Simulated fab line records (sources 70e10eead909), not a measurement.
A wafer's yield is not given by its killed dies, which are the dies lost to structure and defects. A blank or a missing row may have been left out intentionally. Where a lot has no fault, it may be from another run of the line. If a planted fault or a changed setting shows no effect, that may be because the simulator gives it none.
Which of the tools did it? | flow nand-harc | 10 lots, 30 wafers sampled, at 6 steps of a route of 1302

WHAT THE GAUGES READ, wafer by wafer
NHARC_P_M0_CD_MEAS_09: target cd 90 nm.
lot  | measured     | on        | cd-nm (nm)
L685 | day 6 06:11  | cd-sem-01 | 90.1 90.8 90.6
L690 | day 8 04:22  | cd-sem-01 | 90.6 89.7 89.8
L691 | day 8 16:06  | cd-sem-02 | 90.0 90.8 90.9
L692 | day 8 18:19  | cd-sem-03 | 90.6 90.7 90.2
L696 | day 10 16:28 | cd-sem-03 | 90.4 90.7 91.5
L697 | day 10 22:19 | cd-sem-01 | 100.4 99.2 99.3
L700 | day 12 04:57 | cd-sem-03 | 98.5 98.8 98.9
L703 | day 13 21:07 | cd-sem-01 | 90.5 90.1 89.9
L707 | day 15 06:23 | cd-sem-01 | 90.1 89.6 89.7
L708 | day 15 18:39 | cd-sem-03 | 89.0 89.9 88.8

NHARC_P_M0_INSPECT_11.
lot  | measured     | on                | raw-defect-count
L685 | day 6 06:18  | defect-inspect-01 | 10 6 11
L690 | day 8 04:29  | defect-inspect-02 | 7 4 3
L691 | day 8 16:13  | defect-inspect-01 | 6 6 2
L692 | day 8 18:27  | defect-inspect-01 | 7 3 6
L696 | day 10 16:35 | defect-inspect-01 | 5 10 6
L697 | day 10 22:26 | defect-inspect-02 | 3 1 3
L700 | day 12 05:05 | defect-inspect-02 | 4 0 1
L703 | day 13 21:14 | defect-inspect-01 | 5 7 3
L707 | day 15 06:30 | defect-inspect-02 | 5 3 1
L708 | day 15 18:46 | defect-inspect-02 | 2 5 1

NHARC_END_SORT_01.
lot  | measured     | on        | defect-limited-yield (%) | killed-at-array | killed-at-other | killed-at-periphery | killed-dies | killed-open | killed-short | sort_bin_2_pct (%) | sort_bin_3_pct (%) | sort_bin_4_pct (%) | sort-n-pass | sort-rim-yield-pct (%) | sort-yield-pct (%)
L690 | day 26 15:52 | prober-01 | 97.0 94.4 96.9           | 19 33 18        | 0 0 0           | 1 5 3               | 20 38 21    | 2 8 4       | 2 5 1        | 1.0 1.8 0.7        | 0 0.3 0            | 1.9 3.5 2.4        | 657 639 656 | 91 95 97               | 97.0 94.4 96.9
L696 | day 28 22:21 | prober-02 | 93.4 92.8 95.0           | 39 40 31        | 2 0 0           | 4 9 3               | 45 49 34    | 2 2 3       | 3 1 0        | 2.1 2.7 1.6        | 0.3 0.4 0.4        | 4.3 4.1 3.0        | 632 628 643 | 91 93 94               | 93.4 92.8 95.0
L697 | day 29 14:22 | prober-02 | 91.0 91.7 93.6           | 59 51 39        | 1 3 1           | 1 2 3               | 61 56 43    | 5 4 4       | 3 1 1        | 2.2 2.4 1.8        | 0.6 0.6 0.4        | 6.2 5.3 4.1        | 616 621 634 | 94 89 92               | 91.0 91.7 93.6
L700 | day 31 02:34 | prober-02 | 95.6 96.2 94.8           | 26 25 30        | 0 0 1           | 4 1 4               | 30 26 35    | 2 2 5       | 6 3 5        | 1.6 0.9 2.1        | 0.3 0.3 0          | 2.5 2.7 3.1        | 647 651 642 | 93 98 96               | 95.6 96.2 94.8

TOOL THAT RAN EACH LOT (tool first, then ch and the chambers of the sampled wafers, then the start)
lot  | NHARC_P_CONTACT_ETCH_31                       | NHARC_P_CONTACT_STRIP_28           | NHARC_P_M0_PEB_07
L685 | rie-diel-12 ch 0,2,3, day 6 03:08 or earlier  | rie-diel-02 ch 0,1,3, day 6 03:08  | litho-track-06 ch 0, day 6 06:06
L690 | rie-diel-07 ch 1,3, day 8 01:20 or earlier    | rie-diel-12 ch 0,1,2, day 8 01:20  | litho-track-01 ch 0, day 8 04:17
L691 | rie-diel-12 ch 1,2,3, day 8 13:02 or earlier  | rie-diel-02 ch 1,2,3, day 8 13:02  | litho-track-04 ch 0, day 8 16:01
L692 | rie-diel-07 ch 0,1,2, day 8 15:18 or earlier  | rie-diel-12 ch 0,2,3, day 8 15:18  | litho-track-06 ch 0, day 8 18:14
L696 | rie-diel-02 ch 0,1, day 10 13:17 or earlier   | rie-diel-07 ch 0,3, day 10 13:17   | litho-track-06 ch 0, day 10 16:23
L697 | rie-diel-12 ch 0,2,3, day 10 19:11 or earlier | rie-diel-07 ch 0,1,3, day 10 19:11 | litho-track-06 ch 0, day 10 22:14
L700 | rie-diel-07 ch 0,1,3, day 12 01:53 or earlier | rie-diel-07 ch 0,1,3, day 12 01:53 | litho-track-06 ch 0, day 12 04:52
L703 | rie-diel-12 ch 0,2,3, day 13 18:04 or earlier | rie-diel-07 ch 0,1,3, day 13 18:04 | litho-track-04 ch 0, day 13 21:02
L707 | rie-diel-07 ch 0,1,3, day 15 03:29 or earlier | rie-diel-02 ch 1,2,3, day 15 03:29 | litho-track-01 ch 0, day 15 06:18
L708 | rie-diel-12 ch 1,2, day 15 15:28 or earlier   | rie-diel-02 ch 0,3, day 15 15:28   | litho-track-04 ch 0, day 15 18:34
- NHARC_P_CONTACT_ETCH_31: etches the open film in CH3F/O2, target depth 30 nm, time 85.7 s.
- NHARC_P_CONTACT_STRIP_28: strips in O2.
- NHARC_P_M0_PEB_07: peb time 65 s.

WHAT THE TOOLS THEMSELVES READ (means of the sampled wafers that have a number; where no wafer has one, the mark that the record gives instead)
NHARC_P_CONTACT_ETCH_31.
lot  | tool        | drypump-motor-current-A (A) | o2-flow-sccm (sccm) | oes-product-au (a.u.) | rf-vpp-V (V) | showerhead-plenum-p-Torr (Torr) | throttle-valve-pct (%)
L685 | rie-diel-12 | 5.5                         | 30.03               | 0.980                 | 244.8        | 2.51                            | 20.669
L690 | rie-diel-07 | 5.7                         | 30.12               | 0.988                 | 246.5        | 2.54                            | 20.662
L691 | rie-diel-12 | 5.6                         | 30.05               | 0.982                 | 245.0        | 2.47                            | 20.662
L692 | rie-diel-07 | 5.7                         | 29.97               | 0.981                 | 245.1        | 2.52                            | 20.662
L696 | rie-diel-02 | 5.7                         | 30.02               | 0.989                 | 245.4        | 2.52                            | 20.672
L697 | rie-diel-12 | 5.5                         | 29.92               | 0.991                 | 245.0        | 2.51                            | 20.660
L700 | rie-diel-07 | 5.6                         | 30.03               | 0.995                 | 245.6        | 2.56                            | 20.659
L703 | rie-diel-12 | 5.5                         | 29.96               | 0.975                 | 245.6        | 2.51                            | 20.657
L707 | rie-diel-07 | 5.6                         | 29.97               | 0.971                 | 244.8        | 2.56                            | 20.663
L708 | rie-diel-12 | 5.7                         | 29.98               | 0.971                 | 244.1        | 2.46                            | 20.664

NHARC_P_CONTACT_STRIP_28.
lot  | tool        | drypump-motor-current-A (A) | o2-flow-sccm (sccm) | oes-product-au (a.u.) | rf-vpp-V (V) | showerhead-plenum-p-Torr (Torr) | throttle-valve-pct (%)
L685 | rie-diel-02 | 5.7                         | 500.9               | 0.998                 | 57.8         | 3.64                            | 17.043
L690 | rie-diel-12 | 5.6                         | 500.9               | 1.002                 | 57.7         | 3.57                            | 17.036
L691 | rie-diel-02 | 5.9                         | 501.5               | 0.995                 | 59.5         | 3.69                            | 17.037
L692 | rie-diel-12 | 5.5                         | 501.0               | 1.001                 | 58.2         | 3.59                            | 17.045
L696 | rie-diel-07 | 5.7                         | 499.6               | 0.995                 | 58.3         | 3.64                            | 17.041
L697 | rie-diel-07 | 5.6                         | 500.0               | 1.003                 | 59.3         | 3.67                            | 17.037
L700 | rie-diel-07 | 5.6                         | 498.6               | 0.998                 | 58.4         | 3.67                            | 17.037
L703 | rie-diel-07 | 5.6                         | 499.3               | 0.992                 | 58.7         | 3.67                            | 17.046
L707 | rie-diel-02 | 5.9                         | 500.8               | 1.001                 | 58.4         | 3.69                            | 17.039
L708 | rie-diel-02 | 5.7                         | 501.0               | 1.007                 | 58.6         | 3.59                            | 17.042

NHARC_P_M0_PEB_07.
lot  | tool           | heater-power-total-W (W) | plate-temp-C (C)
L685 | litho-track-06 | 156.3                    | 99.86
L690 | litho-track-01 | 156.9                    | 100.01
L691 | litho-track-04 | 156.5                    | 100.25
L692 | litho-track-06 | 156.7                    | 100.21
L696 | litho-track-06 | 156.7                    | 99.80
L697 | litho-track-06 | 162.0                    | 102.40
L700 | litho-track-06 | 162.3                    | 102.67
L703 | litho-track-04 | 156.4                    | 99.97
L707 | litho-track-01 | 156.5                    | 99.98
L708 | litho-track-04 | 156.6                    | 99.93

THE ANSWER, worked out from the rows above alone
Rule: the usual values come from the lots themselves. The widest of any qualifying gaps counts: lots, ordered by their means at a reading, are off when they make up no more than a third of the lots, leave a main group of 4 or more, and stand apart from it by 3 or more times the standard deviation of that group's means. Not used: any main group whose means are identical at the precision the tables above print for the reading. Also off: a lot with no number at a reading for which 4 or more lots have one. Any other lot the step has rows for is counted as sound. After the gauges, taken in route order, come the tools' own readings; for these a lot's mean is taken, as printed above. The first step at which some lot is off is used, and at that step the reading that is off furthest; a lot without a number counts as furthest.
Off: L697, L700, at NHARC_P_M0_CD_MEAS_09 (cd-nm). The main group: mean 90.2 nm, standard deviation 0.48.
A tool fits if, at a process step before that reading, it ran every lot that is off, and no sound lot after the first of them. The gauges at NHARC_P_M0_CD_MEAS_09 aren't tried: what is off there is off at NHARC_P_M0_PEB_07 too, on other tools, and a gauge's error can't cause that. With no start given for some of its lots, NHARC_P_CONTACT_ETCH_31 uses the hours and lot order of NHARC_P_CONTACT_STRIP_28. One fits: litho-track-06 at NHARC_P_M0_PEB_07. A fault onset in the window from L696 (day 10 16:23, its last sound lot) to L697 (day 10 22:14, its first lot off) fits.
The tool's own readings at NHARC_P_M0_PEB_07 bear it out: on the lots that are off they differ by more than 5 times the standard deviation of the sound lots' means. heater-power-total-W reads 162.2 W there against 156.6 W on the sound lots; plate-temp-C reads 102.53 C there against 100.00 C on the sound lots.

WHAT THE SIMULATOR HAD PUT IN
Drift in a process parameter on litho-track-06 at NHARC_P_M0_PEB_07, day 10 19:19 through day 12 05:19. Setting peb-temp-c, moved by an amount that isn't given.
Shown lots that were struck: L697, L700. Same finding as the rule above.
